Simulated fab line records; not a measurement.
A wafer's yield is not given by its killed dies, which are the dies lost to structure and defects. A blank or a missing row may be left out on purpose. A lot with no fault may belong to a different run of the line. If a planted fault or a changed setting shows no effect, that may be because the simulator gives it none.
Problem report in the 8D (eight disciplines) form, filled by code -- flow nand-harc -- the parts of the form that need people (team, actions taken, sign-off) are left out

## 1. PROBLEM STATEMENT
Mean of killed-at-array at NHARC_END_SORT_01: 534 across 2 wafers in 2 lots; on wafers with no fault it is 62 (standard deviation 16). That is +30 standard deviations from the usual mean.
First seen on wafer L546.3, day 29 01:47, on prober-01. At this step, 15 wafers from 5 lots have a number in the record. By rule, "out" or "out of limits" means more than 4 standard deviations away from the usual mean. The other wafers with a number count as sound.

## 2. WHAT IT IS AND WHAT IT IS NOT
question,is,is not
which readings at this step,"killed-at-array, killed-dies","killed-at-other, killed-at-periphery, killed-open, killed-short"
which lots,"L546, L548","L539, L552, L560"
which wafers of those lots,"L546.3, L548.3","L546.4, L546.6, L548.4, L548.6"
read on which gauges,prober-01,prober-02
when,from day 29 01:47,"up to then (3 sound wafers); but 10 sound wafers of L546, L548, L552, L560 came after"

## 3. WHAT RULES OUT EACH SUSPECT
Counting: any tool at a process step up to the reading remains a suspect provided it ran every lot that is out. Sound lots after the first of them don't rule it out here, since some wafers of a struck lot are sound.
- the gauge at NHARC_END_SORT_01: ruled out. All the wafers that are out were read on prober-01, but those of them that NHARC_A_CONTACT_ETCH_102 has rows for are out there too, on other tools.
- rie-diel-03 at NHARC_A_CONTACT_ETCH_102 (etches the open film in CF4/O2, target depth 100 nm, overetch 10 nm, time 55 s): kept. It ran every lot that is out, first L546 (day 25 14:57); its last sound lot up to then is L539 (day 22 22:26). Out on those wafers are its own readings of oes-product-au.
The count leaves rie-diel-03 at NHARC_A_CONTACT_ETCH_102.

## 4. THE CAUSE (what the simulator had put in)
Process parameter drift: rie-diel-03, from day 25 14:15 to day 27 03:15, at NHARC_A_CONTACT_ETCH_102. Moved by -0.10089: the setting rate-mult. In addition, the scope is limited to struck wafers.
Only this tool survived the counting.

## 5. THE CHAIN OF EFFECTS, in route order
Each row: a reading where the mean over the struck wafers with a number is more than 3 standard deviations away from the usual. Scope: only readings with a usual standard deviation given in the record; hours: median across lots of the time from each lot's start at the first step in this table that gives one to its start at this step; sigmas: change in usual standard deviations.
hours,step,reading,usual,on struck wafers,change,sigmas
0,NHARC_A_CONTACT_ETCH_102,oes-product-au,1.001 a.u.,0.938,-0.063,-8.6
80,NHARC_END_SORT_01,killed-at-array,62,534,+472,+30
80,NHARC_END_SORT_01,killed-dies,67,538,+471,+29
Its process steps:
- NHARC_A_CONTACT_ETCH_102: etches the open film in CF4/O2, target depth 100 nm, overetch 10 nm, time 55 s.

## 6. WHAT WOULD HAVE CAUGHT IT SOONER
Counted from the fault's start at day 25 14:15, it took 84 hours until the first out-of-limits reading at a measuring or inspecting step in this record, taken at day 29 01:47.
The tool's own readings at NHARC_A_CONTACT_ETCH_102 were out on every struck wafer that the step has a row for (oes-product-au): an alarm limit on them would have fired on the first of those.
Lots out: 2; all had begun NHARC_A_CONTACT_ETCH_102 on rie-diel-03 by day 29 01:47. Holding the tool at that point would not have protected any of them.
